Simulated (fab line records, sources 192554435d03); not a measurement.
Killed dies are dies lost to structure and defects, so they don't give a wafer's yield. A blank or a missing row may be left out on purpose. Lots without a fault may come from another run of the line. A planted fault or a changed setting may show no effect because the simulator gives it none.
One fault seen from 3 desks | flow n5_finfet | each desk has only its own numbers; what lay behind them comes last

THE METROLOGY DESK
What the gauges read, lot by lot, whatever tool the lot ran on: means of the sampled wafers that have a number. A lot is out of limits, marked OUT, if its mean lies more than 4 standard deviations from the usual mean; the brackets give that distance.
Columns: A = V5_OVL at N5_BEOL_M6_OVL_MEAS_29, usual -0.3 nm
lot  | first seen here | A
L374 | day 10 08:10    | 0.4
L373 | day 10 08:20    | -0.5
L376 | day 10 19:08    | -0.6
L386 | day 13 02:25    | -0.6
L387 | day 13 21:47    | 0.2
L389 | day 14 01:07    | -0.5
This desk's finding: nothing out of limits on any of the 6 lots.

THE TOOL OWNER'S DESK: rie_diel-04
The tool's own readings at N5_BEOL_M6_ETCH_41 (etches SiCN in CH3F/O2, target depth 29.7 nm, time 52 s): means of the sampled wafers that have a number, for each lot that ran on this tool. A lot is out of limits, marked OUT, if its mean lies more than 4 standard deviations from the usual mean; the brackets give that distance.
Columns: A = drypump_motor_current_A at N5_BEOL_M6_ETCH_41, usual 5.6 A; B = oes_product_au at N5_BEOL_M6_ETCH_41, usual 0.80 a.u.; C = rf_vpp_V at N5_BEOL_M6_ETCH_41, usual 296.9 V; D = run_length_s at N5_BEOL_M6_ETCH_41, usual 75.1 s; E = showerhead_plenum_p_Torr at N5_BEOL_M6_ETCH_41, usual 1.97 Torr; F = throttle_valve_pct at N5_BEOL_M6_ETCH_41, usual 16.22 %
lot  | first seen here | A   | B    | C     | D    | E    | F
L373 | day 10 09:10    | 5.7 | 0.80 | 296.3 | 73.3 | 1.94 | 16.18
L376 | day 10 19:31    | 5.8 | 0.76 | 297.4 | 73.2 | 1.95 | 16.30
L386 | day 13 03:07    | 5.5 | 0.84 | 296.0 | 75.0 | 1.93 | 16.21
L387 | day 13 22:16    | 5.6 | 0.85 | 296.3 | 75.4 | 1.93 | 16.10
This desk's finding: nothing out of limits on any of the 4 lots.

THE DEFECT DESK
What the inspections along the route counted, lot by lot: means of the sampled wafers that have a number. A lot is out of limits, marked OUT, if its mean lies more than 4 standard deviations from the usual mean; the brackets give that distance.
Columns: A = raw_defect_count at N5_BEOL_M6_INSPECT_30, usual 454
lot  | first seen here | A
L374 | day 10 08:13    | 475
L373 | day 10 08:23    | 726
L376 | day 10 19:11    | 380
L386 | day 13 02:28    | 473
L387 | day 13 21:51    | 480
L389 | day 14 01:10    | 489
This desk's finding: nothing out of limits on any of the 6 lots.

PUT TOGETHER
The metrology desk saw nothing out of limits.
The tool owner's desk saw nothing out of limits.
The defect desk saw nothing out of limits.

WHAT THE SIMULATOR HAD PUT IN
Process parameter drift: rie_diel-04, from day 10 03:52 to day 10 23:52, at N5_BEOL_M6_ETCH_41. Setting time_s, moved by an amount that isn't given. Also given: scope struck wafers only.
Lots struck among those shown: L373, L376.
